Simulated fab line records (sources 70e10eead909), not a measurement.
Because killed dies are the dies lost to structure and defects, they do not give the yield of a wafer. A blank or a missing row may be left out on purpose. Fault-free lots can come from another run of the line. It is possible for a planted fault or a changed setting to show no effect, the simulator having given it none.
Matching of chambers | flow nandHarc | NHARC_A_CONTACT_DESCUM_47 on rieDiel-12 has 4 sister chambers
The step chemistry O2, time 3 s. 8 wafers are shown with their chamber, then 9 later ones without.

## EACH WAFER AND ITS CHAMBER
wafer  | chamber | drypumpMotorCurrentA (A) | showerheadPlenumPTorr (Torr)
L076.1 | 1       | 5.5                      | 1.81
L079.5 | 2       | 6.0                      | 2.04
L078.2 | 2       | 6.0                      | 2.04
L078.4 | 3       | 5.1                      | 1.91
L078.5 | 0       | 5.6                      | 1.92
L089.2 | 1       | 5.6                      | 1.79
L089.3 | 0       | 5.6                      | 1.91
L089.6 | 3       | 5.1                      | 1.90

## WAFERS WITHOUT THEIR CHAMBER
wafer  | drypumpMotorCurrentA (A) | showerheadPlenumPTorr (Torr)
L092.2 | 5.6                      | 1.91
L092.3 | 5.6                      | 1.79
L092.5 | 5.1                      | 1.90
L094.1 | 5.1                      | 1.90
L094.3 | 5.6                      | 1.79
L094.5 | 6.0                      | 2.03
L095.2 | 5.1                      | 1.90
L095.4 | 5.5                      | 1.79
L095.5 | 5.6                      | 1.90

## CHAMBER TAKEN BY EACH
wafer  | from the rows above | in truth
L092.2 | 0                   | 0
L092.3 | 1                   | 1
L092.5 | 3                   | 3
L094.1 | 3                   | 3
L094.3 | 1                   | 1
L094.5 | 2                   | 2
L095.2 | 3                   | 3
L095.4 | 1                   | 1
L095.5 | 0                   | 0
Correctly placed: 9 of 9. Not placeable from these rows: 0. Wrongly placed: 0.
How it was worked out, from the rows above alone: a wafer's distance from a chamber is the root of the sum, over the readings, of the square of ((its reading less the chamber's mean) divided by the reading's scatter). The wafer belongs to the nearest chamber; if the next one is less than 2 further off, it can't be placed. A chamber's mean is the mean of its shown wafers. The scatter: the root of (the sum of the squares of (reading less its chamber's mean) over the shown wafers, divided by (wafers less chambers)).
